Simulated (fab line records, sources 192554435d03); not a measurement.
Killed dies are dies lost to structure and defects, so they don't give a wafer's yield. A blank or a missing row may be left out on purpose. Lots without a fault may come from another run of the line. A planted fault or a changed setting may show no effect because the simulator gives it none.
Chamber matching | flow n5_finfet | N5_MOL_CONTACT_COAG_CO_FILL_22 on cvd_co-02: 3 sister chambers
The step material Co, precursor CCTBA/H2, target thk 20 nm. 3 wafers are shown with their chamber, then 6 later ones without.

WAFERS WITH THEIR CHAMBER
wafer  | chamber | heater_power_outer_w (W)
L425.5 | 0       | 152
L428.4 | 1       | 115
L435.5 | 2       | 103

WAFERS WITHOUT THEIR CHAMBER
wafer  | heater_power_outer_w (W)
L440.2 | 117
L440.3 | 146
L440.4 | 101
L441.1 | 116
L441.2 | 153
L441.4 | 103

WHICH CHAMBER EACH WENT THROUGH
wafer  | from the rows above | in truth
L440.2 | 1                   | 1
L440.3 | 0                   | 0
L440.4 | 2                   | 2
L441.1 | 1                   | 1
L441.2 | 0                   | 0
L441.4 | 2                   | 2
Placed correctly: 6 of 6. Can't be placed from these rows: 0. Placed wrongly: 0.
How it was worked out, from the rows above alone: a wafer's distance from a chamber is the root of the sum, over the readings, of the square of ((its reading less the chamber's mean) divided by the reading's scatter). The wafer belongs to the nearest chamber; if the next one is less than 2 further off, it can't be placed. A chamber's mean is the mean of its shown wafers. The scatter: with one shown wafer a chamber, the root of the mean of the squares of how far each hidden wafer lies from its nearest shown one.
